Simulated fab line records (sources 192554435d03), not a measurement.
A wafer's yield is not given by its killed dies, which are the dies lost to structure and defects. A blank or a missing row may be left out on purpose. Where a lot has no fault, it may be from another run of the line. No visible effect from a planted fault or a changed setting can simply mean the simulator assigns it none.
fab line records	flow n5_finfet
[record] lots = 3	wafers = 8	last_day = 17
route steps=1938 shown BEOL_M4@1099 BEOL_M5@1112 BEOL_M6@1212 PASSIVATION@1936
lots with no fault: from the same line, run without faults
start_h: hours from the record's opening day to when the first of the lot's shown wafers began	wait_h: how many hours have passed since the lot's step before this one	" same as the row above	L1.1+2: one row covering several wafers at once	- value missing, or start not given	* or withheld: withheld	< > ~ a bound
route shown NAME@n: NAME is a module with steps in the file, n the number in the route of the first one	usual: mean/standard deviation of fault-free wafers	same: alike in all rows	chamber/n: place in a boat	sites: per-site readings	_std_site: the values' standard deviation	_edge_site: mean of outer sites minus mean of inner sites	radius_mm: how far each site lies from the wafer's centre	mask NAME#n: copy n	behind: the last tool/chamber to shape the wafer	hold: why the lot went on hold/how many hours it stayed there/how the hold came to an end	device: transistor that didn't switch, given as n, p or np	end of line: tests of these same wafers at the route's end	a step given without rows: its recipe and nothing more	killed: dies lost to structure and defects at the first sort, not the wafer's yield	map: a wafer's dies, marking killed ones x, the rest . and places with no die _
set.NAME: the setting that was run; set.NAME@STEP: the one run at that earlier step	model.NAME: the simulator's own value behind a step, which no gauge read
lots at some steps of the route; a table a step, a row a wafer
services: when a tool's chamber went out of use (start_h, in hours from the record's first day, below 0 if earlier), for how many hours, and the reason
[[steps]]
[step N5_BEOL_M4_ANNEAL_95]
[recipe] temp_c = 400	time_s = 240	ambient = vacuum
[step N5_BEOL_M4_SPUTTER_96]
[recipe] material = Cu	target_thk_a = 45	temp_c = -20	chamber_pressure_pa = 0.07	power_w = withheld	time_s = 8.29
[step N5_BEOL_M4_ECD_50]
[recipe] material = Cu	target_thk_a = 3000
[step N5_BEOL_M4_ANNEAL_51]
[recipe] temp_c = 225	time_s = 90	ambient = N2
[step N5_BEOL_M4_CMP_52]
[recipe] stop_on = SiOC	t_overpolish_s = 6.8	down_force_psi = 1	platen_rpm = 50	clearing_platen_down_force_psi = 1.5	clearing_platen_rpm = 50	post_cmp_clean = cu_alkaline	target_thk_nm = 40	clearing_platen_pad_velocity_m_s = 0.99484	pad_velocity_m_s = 0.99484
[step N5_BEOL_M4_PRE_CLEAN_60]
[recipe] gas = NH3/H2	time_s = 15	temp_c = *	rf_power_w = 300
[step N5_BEOL_M4_CO_CAP_55]
[recipe] material = Co	target_thk_a = 20	temp_c = 200	precursor = CCTBA/H2	pressure_torr = 30	time_s = 102.1
[step N5_BEOL_M4_PRE_CLEAN_56]
[recipe] gas = NH3	time_s = 15	temp_c = withheld	rf_power_w = 300
[step N5_BEOL_M4_DEP_57]
[recipe] material = SiCN	target_thk_a = 80	temp_c = withheld	precursor = 3MS/NH3	pressure_torr = 3	rf_w = 202	time_s = 14
[step N5_BEOL_M4_RC_MEAS_101]
[usual] DIBL_N = 35.9/1.9	DIBL_P = 35.8/2.4	IOFF_N = 0.15/0.031	IOFF_P = 0.21/0.037	ION_N = 672/13	ION_P = 462/8.3	SS_N = 71.5/0.72	SS_P = 73.2/0.67	VT_N = 250/3.4	VT_P = -250/3.4
lot.wafer	tool	chamber	start_h	wait_h	DIBL_N[mV/V]	DIBL_P[mV/V]	IOFF_N[nA/um]	IOFF_P[nA/um]	ION_N[uA/um]	ION_P[uA/um]	SS_N[mV/dec]	SS_P[mV/dec]	VT_N[mV]	VT_P[mV]
L240.2	prober-01	0	176.76	0.2	33.4	33.5	0.11	0.19	653	460	70.2	72.6	254	-249
L240.5	"	0	"	"	34.8	35.1	0.13	0.21	664	465	71.0	73.1	251	-248
L240.6	"	0	"	"	36.4	37.7	0.17	0.27	670	473	71.2	73.5	251	-244
L255.2	prober-01	0	264.47	0.2	34.8	33.7	0.13	0.17	664	455	71.0	73.2	253	-254
L255.5	"	0	"	"	35.1	35.4	0.15	0.19	676	463	70.8	73.2	250	-251
L262.1	prober-02	0	313.58	0.0	34.6	33.2	0.13	0.19	672	468	70.9	72.1	253	-247
L262.2	"	0	"	"	33.2	31.9	0.11	0.18	656	461	71.2	71.9	255	-248
L262.5	"	0	"	"	34.8	33.0	0.13	0.19	670	464	70.8	72.3	255	-250
[step N5_BEOL_M5_ILD_DEP_00]
[recipe] material = SiCOH_lowk	target_thk_a = 1406.4	temp_c = 300	precursor = DEMS/porogen	pressure_torr = 5	rf_w = 500	time_s = 25.9
[step N5_BEOL_M5_CURE_79]
[recipe] temp_c = 385	time_s = 240	ambient = He/Ar	material = SiCOH_lowk
[step N5_BEOL_M5_PECVD_70]
[recipe] material = SiO2	target_thk_a = 160	temp_c = 400	precursor = TEOS/O2	pressure_torr = 5.5	rf_w = 450	teos_flow_sccm = 53.8	gas = O2	flow_sccm = 3000	time_s = 18
[step N5_BEOL_M5_HM_DEP_02]
[recipe] material = TiN	target_thk_a = 200	temp_c = 25	chamber_pressure_pa = 0.49996
[step N5_BEOL_M5_COAT_59]
[recipe] resist = SOC	temp_c = 250	time_s = 60	spin_rpm = 1500	resist_thk_nm = 60
[step N5_BEOL_M5_COAT_60]
[recipe] resist = SiARC	temp_c = 220	time_s = 60	spin_rpm = 1500	resist_thk_nm = 12
[step N5_BEOL_M5_COAT_71]
[recipe] resist = underlayer	temp_c = 205	time_s = 60	spin_rpm = 1500	resist_thk_nm = 5
[step N5_BEOL_M5_COAT_05]
[recipe] resist = CAR-EUV	spin_rpm = 1500	resist_thk_nm = 30
[step N5_BEOL_M5_EBR_07]
[recipe] solvent = PGMEA	ebr_width_mm = 1.5
[step N5_BEOL_M5_SOFTBAKE_06]
[recipe] temp_c = 110	time_s = 60	resist = CAR-EUV
[step N5_BEOL_M5_EXPOSE_08]
[recipe] mask_id = M5	na = 0.33	source_shape = annular	sigma_inner = 0.4	sigma_outer = 0.8	polarization = unpolarized	target_cd_nm = 28	dose_mj = 35.75
[step N5_BEOL_M5_PEB_09]
[recipe] peb_temp_c = 100	peb_time_s = 60	resist = CAR-EUV
[step N5_BEOL_M5_DEVELOP_10]
[recipe] develop_time_s = 30	developer = TMAH	resist = CAR-EUV	rinse_liquid = surfactant_rinse	dry = air_spin	dev_temp_c = 23
[step N5_BEOL_M5_DESCUM_16]
[recipe] chemistry = O2	time_s = 7	source_power_w = 50	bias_power_w = 20	pressure_mtorr = 20	rf_frequency_hz = 2.712e+07	temp_c = 40	resist = CAR-EUV	o2_flow_sccm = 225
[step N5_BEOL_M5_ETCH_72]
[recipe] chemistry = N2/H2	target = underlayer	target_depth_a = 65	mask_material = CAR-EUV	time_s = 5.2	ion_energy_ev = 200	pressure_mtorr = 30	source_w = 840	bias_w = 150	n2_flow_sccm = 200	h2_flow_sccm = 200	ends = cleared
[step N5_BEOL_M5_ETCH_61]
[recipe] chemistry = CF4	target = SiARC	target_depth_a = 156	mask_material = CAR-EUV	time_s = 26	ion_energy_ev = 80	pressure_mtorr = 40	source_w = 545	bias_w = 36	Ar_flow_sccm = 100	cf4_flow_sccm = 100	ends = cleared
[step N5_BEOL_M5_ETCH_62]
[recipe] chemistry = N2/H2	target = SOC	target_depth_a = 750	overetch_a = 150	mask_material = SiARC	temp_c = 40	time_s = 112.5	ion_energy_ev = 200	pressure_mtorr = 30	source_w = 840	bias_w = 150	n2_flow_sccm = 200	h2_flow_sccm = 200
[step N5_BEOL_M5_STRIP_63]
[recipe] chemistry = N2/H2	temp_c = 40	n2_flow_sccm = 200	h2_flow_sccm = 200	rf_frequency_hz = 6e+07
[step N5_BEOL_M5_STRIP_73]
[recipe] chemistry = N2/H2	temp_c = 40	n2_flow_sccm = 200	h2_flow_sccm = 200	rf_frequency_hz = 6e+07
[step N5_BEOL_M5_STRIP_64]
[recipe] chemistry = CF4	resist = SiARC	power_w = 300	bias_power_w = 75	pressure_mtorr = 50	cf4_flow_sccm = 150	rf_frequency_hz = 6e+07
[step N5_BEOL_M5_HM_OPEN_17]
[recipe] chemistry = Cl2/BCl3	target_depth_a = 200	overetch_a = 60	target = TiN	mask_material = SOC	ion_energy_ev = 150	pressure_mtorr = 10	icp_w = 1000	bias_w = 126	Cl2_flow_sccm = 53.25	bcl3_flow_sccm = 21.75	Ar_flow_sccm = 25
[step N5_BEOL_M5_STRIP_19]
[recipe] chemistry = O2	power_w = 400	temp_c = 40	pressure_mtorr = 30	rf_frequency_hz = 6e+07	bias_power_w = 0	overash_fraction = 0.2	o2_flow_sccm = 225
[step N5_BEOL_M5_COAT_65]
[recipe] resist = SOC	temp_c = 250	time_s = 60	spin_rpm = 1500	resist_thk_nm = 60
[step N5_BEOL_M5_COAT_66]
[recipe] resist = SiARC	temp_c = 220	time_s = 60	spin_rpm = 1500	resist_thk_nm = 12
[step N5_BEOL_M6_ETCH_62]
[recipe] chemistry = N2/H2	target = SOC	target_depth_a = 1100	overetch_a = 220	mask_material = SiARC	temp_c = 40	time_s = 165	ion_energy_ev = 200	pressure_mtorr = 30	source_w = 840	bias_w = 150	n2_flow_sccm = 200	h2_flow_sccm = 200
[usual] drypump_motor_current_A = 5.6/0.55	oes_product_au = 0.65/0.06	rf_fwd_power_W = 837.3/2.7	rf_vpp_V = 523.3/2.6	showerhead_plenum_p_Torr = 2.52/0.092	throttle_valve_pct = 17.95/0.2
lot.wafer	tool	chamber	start_h	wait_h	drypump_motor_current_A	oes_product_au	rf_fwd_power_W	rf_hours_counter_h	rf_vpp_V	showerhead_plenum_p_Torr	throttle_valve_pct	model.etch.depth_nm	model.SiARC_of_BEOL_M6_COAT_60.thk_nm	model.BEOL_M6.cd_offset_nm
L240.2	rie_diel-05	3	192.03	0.0	5.4	0.63	836.2	170	525.0	2.51	17.66	99.59	28	0.4
L240.5	"	2	"	"	6.5	0.68	839.6	-	523.7	2.56	17.77	99.88	28	-0.2
L240.6	"	1	"	"	6.1	0.60	835.4	-	518.7	2.41	18.07	99.3	28.4	0.8
L255.2	rie_diel-05	0	280.68	0.0	5.7	0.71	-	220	523.9	2.52	18.31	95.64	30	-1.8
L255.5	"	2	"	"	6.5	0.64	841.7	-	524.3	2.54	17.82	99.51	28.2	-1.4
L262.1	rie_diel-06	1	328.62	0.0	5.6	0.60	840.7	236	517.2	2.29	17.99	99.46	28.2	-0.4
L262.2	"	0	"	"	6.5	0.76	838.2	37	521.8	2.50	17.83	99.63	28.4	-0.6
L262.5	"	3	"	"	5.1	0.70	839.6	-	522.2	2.47	17.76	99.25	28.2	-0.2
[step N5_BEOL_M6_CD_MEAS_18]
[recipe] pitch_nm = 80	target_cd_nm = 40
[usual] cd_nm = 39.7/0.58
lot.wafer	tool	chamber	start_h	wait_h	cd_nm
L240.2	cd_sem-02	-	192.47	0.1	40.9
L240.5	"	-	"	"	40.2
L240.6	"	-	"	"	40.5
L255.2	cd_sem-02	-	281.14	0.1	-
L255.5	"	-	"	"	38.3
L262.1	cd_sem-03	-	329.05	0.0	39.1
L262.2	"	-	"	"	39.3
L262.5	"	-	"	"	39.6
[step N5_BEOL_M6_VIA_ETCH_34]
[recipe] chemistry = C4F6/O2	target = SiCOH_lowk	target_depth_a = 1263	mask_material = SOC	taper_deg = 4	time_s = 50.9	ion_energy_ev = 250	pressure_mtorr = 30	source_w = 345	bias_w = 185	Ar_flow_sccm = 300	C4F6_flow_sccm = 10	O2_flow_sccm = 10
[usual] drypump_motor_current_A = 5.7/0.53	oes_product_au = 0.77/0.074	rf_fwd_power_W = 341.1/1.5	rf_vpp_V = 664/16	showerhead_plenum_p_Torr = 2.83/0.1	throttle_valve_pct = 21.01/0.2
lot.wafer	tool	chamber	start_h	wait_h	drypump_motor_current_A	oes_product_au	rf_fwd_power_W	rf_hours_counter_h	rf_vpp_V	showerhead_plenum_p_Torr	throttle_valve_pct
L240.2	rie_diel-04	1	194.35	0.0	5.8	0.85	340.5	50	640	2.90	21.17
L240.5	"	2	"	"	4.8	0.69	341.7	-	682	2.94	21.02
L240.6	"	1	"	"	5.8	0.86	338.6	-	640	2.90	21.19
L255.2	rie_diel-04	1	282.48	0.0	5.8	0.38	339.3	85	639	2.89	21.11
L255.5	"	2	"	"	4.9	0.68	341.0	-	681	2.93	21.05
L262.1	rie_diel-06	2	330.05	0.0	5.6	0.83	341.9	73	668	2.85	20.58
L262.2	"	3	"	"	5.1	0.82	344.6	64	670	2.77	20.79
L262.5	"	0	"	"	6.4	0.89	342.6	-	660	2.80	20.77
[step N5_BEOL_M6_OCD_MEAS_38]
[usual] trench_depth_nm = 94.6/2
lot.wafer	tool	chamber	start_h	wait_h	trench_depth_nm
L240.2	ocd-02	-	194.71	-	91.7
L240.5	"	-	"	"	89.3
L240.6	"	-	"	"	93.0
L255.2	ocd-02	-	282.84	-	15.2
L255.5	"	-	"	"	89.0
L262.1	ocd-01	-	330.29	-	96.8
L262.2	"	-	"	"	95.8
L262.5	"	-	"	"	95.1
[step N5_BEOL_M6_CD_MEAS_35]
[recipe] target_cd_nm = 40	target_cd_y_nm = 28	polarity = opening
[usual] cd_nm = 39.7/0.58
lot.wafer	tool	chamber	start_h	wait_h	cd_nm
L240.2	cd_sem-03	-	194.88	0.0	40.6
L240.5	"	-	"	"	40.3
L240.6	"	-	"	"	40.7
L255.2	cd_sem-01	-	282.99	0.0	-
L255.5	"	-	"	"	38.5
L262.1	cd_sem-02	-	330.45	0.0	39.8
L262.2	"	-	"	"	39.4
L262.5	"	-	"	"	39.9
[step N5_PASSIVATION_PROBE_49]
[usual] defect_limited_yield = 91.6/1.2	killed_at_M0_to_M3 = 33/9.4	killed_at_M4_up = 13/5.2	killed_at_contacts = 13/5.6	killed_at_front_end = 37/9.5	killed_at_other = 4/3.1	killed_dies = 99/15	killed_on_rim = 13/3.6	killed_open = 65/11	killed_short = 32/7.5	sort_bin_5_function = 4.9/0.77	sort_bin_6_memory = 3.1/0.65	sort_n_pass = 1081/15	sort_yield_pct = 91.6/1.2
[same] gross_dies = 1180	killed_at_back_side = 0	sort_bin_4_leakage[%] = 0	sort_bin_8_speed[%] = 0
lot.wafer	tool	chamber	start_h	wait_h	defect_limited_yield[%]	killed_at_M0_to_M3	killed_at_M4_up	killed_at_contacts	killed_at_front_end	killed_at_other	killed_dies	killed_on_rim	killed_open	killed_short	sort_bin_5_function[%]	sort_bin_6_memory[%]	sort_n_pass	sort_yield_pct[%]
L240.2	prober-02	-	283.23	0.1	91.2	35	25	10	31	3	104	14	67	36	5.4	3.1	1076	91.2
L240.5	prober-02	-	283.38	0.2	92.5	34	8	9	36	2	89	8	65	23	3.7	3.5	1091	92.5
L240.6	prober-02	-	283.43	0.3	90.5	47	16	16	31	2	112	16	70	41	5.4	3.8	1068	90.5
L255.2	prober-01	-	374.83	0.1	16.4	49	892	16	27	3	987	83	76	33	80.3	3.1	193	16.4
L255.5	prober-01	-	374.98	0.2	91.0	40	17	15	30	4	106	12	71	34	5.0	3.6	1074	91.0
// killed by level:class
L240.2 BEOL_M4:geometric_particle:open=12 BEOL_M0_SAQP:geometric_particle:short=9 MOL_CONTACT_COAG:geometric_particle:open=8 BEOL_M2:geometric_particle:open=8 STI_FIN_REVEAL:geometric_particle:open=6 BEOL_M0_SAQP:geometric_particle:open=6 GATE_CUT:geometric_particle:short=5 BEOL_M2:geometric_particle:short=5
L240.5 BEOL_M2:geometric_particle:open=9 MOL_CONTACT_COAG:geometric_particle:open=8 FIN_SAQP:geometric_particle:open=7 BEOL_M0:geometric_particle:open=7 DUMMY_GATE:geometric_particle:open=6 BEOL_M4:geometric_particle:open=6 STI_FIN_REVEAL:geometric_particle:open=5 ILD0:geometric_particle:open=5
L240.6 BEOL_M2:geometric_particle:open=12 MOL_CONTACT_COAG:geometric_particle:open=11 BEOL_M0_SAQP:geometric_particle:short=11 BEOL_M0_SAQP:geometric_particle:open=9 BEOL_M4:geometric_particle:open=8 STI_FIN_REVEAL:geometric_particle:open=7 BEOL_M3:geometric_particle:open=6 GATE_CUT:geometric_particle:short=5
L255.2 BEOL_M6:area_etch=878 BEOL_M0_SAQP:geometric_particle:open=12 MOL_CONTACT_COAG:geometric_particle:open=12 BEOL_M0_SAQP:geometric_particle:short=12 BEOL_M2:geometric_particle:open=9 STI_FIN_REVEAL:geometric_particle:open=8 BEOL_M4:geometric_particle:open=8 BEOL_M3:geometric_particle:open=7
L255.5 MOL_CONTACT_COAG:geometric_particle:open=14 BEOL_M4:geometric_particle:open=11 BEOL_M0_SAQP:geometric_particle:short=10 BEOL_M0_SAQP:geometric_particle:open=9 STI_FIN_REVEAL:geometric_particle:open=7 DUMMY_GATE:geometric_particle:open=7 BEOL_M1:geometric_particle:open=6 BEOL_M2:geometric_particle:short=5
// map L255.2 (x killed, . not)
_________________xxxxxxx.....________________
______________xxxxxxxxxx...x...._____________
___________xxxxxxxxxxxx.xxxxx..xx..__________
__________.xxxxxxxxxxxx.xxxxxxxxxx.._________
________xx.xxxxxxxxxxxxxxxxxxxxx..xx.._______
_______xxxxxxxxxxxxxxxxxxxxxxxxx..x..x.______
______..xxxxxxxxxxxxxxxxxxxxxxxxxxxxxxxx_____
_____.xxx.xxxxxxxxxxxxxxxxxxxxxxxxxxxxxxx____
____xx.xxxxxxxxxxxxxxxxxxxxxxxxxxxx.xxxxxx___
___.x.xxxxxxxxxxxx.xxxxxxxxx.x.xx.xxx.xxxxx__
___....xxxxx.xxx.xxxxxxxxxxxxxxx...x.xx.xxx__
__xx..xxxxxxxxxxxxxxxxxxxxxxxx.xxxxxxxxxxx.x_
__....xxxxxxx.xxx.xxxxxxxxxxxx.xx.xxxxxxxxxx_
_...xxxxxxxxxxxxxxxxxxxxxxxxxxxxxxxxxxxxxx.x.
_....x..x.xxxxxxxxxxxxxxxxxxxxx.xxxxxxxxxxx..
_..x...x.xxxxxxxxx.xxxxxxxxxxxxxxxxxxxxxx.xx.
_....x...xxxxxxxxxxxxxxxxxxxxxxxxxxxxxxxxx..x
_xx....x.xxxxxxxxxxxxxxxxxxxxxxxxxxxxxx.....x
_..x.xxxx..xxxxxxxxxxxxxxxxxxxxxxxxxxx.xx.x..
_...xx..xxxxxxxxxxxxxxxxxxxxxxxxxxxxxxxx.x.xx
_...xxxxxxxxxxxxxxxx.xxxxxxxxxxxxxxxx..xxxxx.
__.xxxxxxxxxxxxxxxxx.xxxxxxxxxxxxxxxxxxxx.xx_
__x.xxxxxxxxxxxxxxxxxxxxxxxxxxxxxxxxxx..xx.x_
___xxxxxxxxxxxxxxxxxxxxxxxxxxxxxxxxxxx.xxxx__
___xxxxxxxxxxxxxxxxxxxxxxxxxxxxxxxxx..x.x.x__
____xxxxxxxxxxxxxxxxxxxxxxxxxxxxxxxxxx..xx___
_____xxxxxx.xxxxxxxxxxxxxxxxxxxxxxxxxxx..____
______xxxxxxxxxxxxxxxxxxxxxxxxxxxxx.x..._____
_______x.xx.xxx..xxxxxxxxxxxxxxxxxxxx..______
________xxxxx.xxxxxxxxxxxxxxxxxxxx.xxx_______
__________xxx.x...xxxxxxx.xxxxxxxx.._________
___________.xx.xxxxxx.xx.xxx.xxxx..__________
______________...xx.xxxxx......._____________
_________________.xxxxx...x..________________
// map L240.6 (x killed, . not)
_________________x...........________________
______________.................x_____________
___________.......x....x...........__________
__________x........x.......x........_________
________..........x..................._______
_______..........x................x..x.______
______..........................x....x.._____
_____x...xx........x...x..x...x..........____
____.............xx..........x....x..x.x..___
___x.......................x...............__
___..........................x..........x..__
__..x..x...................................._
__............x...x................x........_
_........x...............................x.x.
_..x.........xx....x.......................x.
_..............x...x.xx......x.x........x....
_.....x.........x....x.......x...............
_...........x...............x................
_.x..x...x..............................x...x
_.............................x.x......x.....
_.............x..............xx..............
__....x..x......x.x..............x.........._
__.x.........x...........x.x.............x.._
___x.....x.....x......x.....x..............__
___........xx...........xx..x.x....x..x..x.__
____.........................x.......xx..x___
_____...x................................____
______............x.x.........xx...x...._____
_______........x.................x..x.x______
________......................x......._______
__________x.....................x.x._________
___________x...........x.....x.....__________
______________.................._____________
_________________............________________
[[services]]
tool	chamber	start_h	hours	kind
rie_diel-04	3	191.39	5.6	repair
rie_diel-06	0	204.57	-	clean
rie_diel-06	0	204.57	-	consumable_replace:focus_ring
rie_diel-06	0	204.57	14.5	scheduled_down
rie_diel-06	0	204.57	14.5	vent_cycle
rie_diel-05	-	219.24	0.6	repair
rie_diel-06	-	226.50	4.3	pm
rie_diel-06	2	244.62	10.0	repair
rie_diel-05	1	249.20	16.5	repair
rie_diel-04	3	277.18	5.2	repair
rie_diel-04	2	310.68	-	clean
rie_diel-04	2	310.68	-	consumable_replace:focus_ring
rie_diel-04	2	310.68	15.0	scheduled_down
rie_diel-04	2	310.68	15.0	vent_cycle
rie_diel-05	1	327.80	-	clean
rie_diel-05	1	327.80	-	consumable_replace:focus_ring
rie_diel-05	1	327.80	-	consumable_replace:showerhead
rie_diel-04	-	328.49	15.6	pm
[[key]]
[first_sign] step = N5_BEOL_M6_CD_MEAS_18	reading = cd_nm	direction = missing
[effect] step = N5_BEOL_M6_VIA_ETCH_34	reading = oes_product_au	direction = down	sigmas = 5.2	usual = 0.77	struck = 0.38
[effect] step = N5_BEOL_M6_OCD_MEAS_38	reading = trench_depth_nm	direction = down	sigmas = 41	usual = 94.6	struck = 15.2
[effect] step = N5_BEOL_M6_CD_MEAS_35	reading = cd_nm	direction = missing
[effect] step = N5_PASSIVATION_PROBE_49	reading = killed_at_M4_up	direction = up	sigmas = 99+	usual = 13	struck = 892
[model_effect] step = N5_BEOL_M6_ETCH_62	value = etch.depth_nm	without = 99.54	struck = 95.64
[more_kills_born_at] N5_BEOL_M6_ETCH_62@rie_diel-05 = 878
met_at N5_BEOL_M6_ETCH_62
struck_wafers L255.2
later_rows_left_out L255.2
onset_between 192.03 280.68
[fault] kind = process_parameter_drift	tool = rie_diel-05	chamber = -	onset_h = 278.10	steps = N5_BEOL_M6_ETCH_62	channel = time_s	offset = *	shape = step	end_h = 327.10	scope = struck_wafers_only	acts_in = *	stated = *
// later_rows_left_out: the simulator's readings of these wafers behind a module that went badly wrong aren't trusted and aren't shown, but for the sort
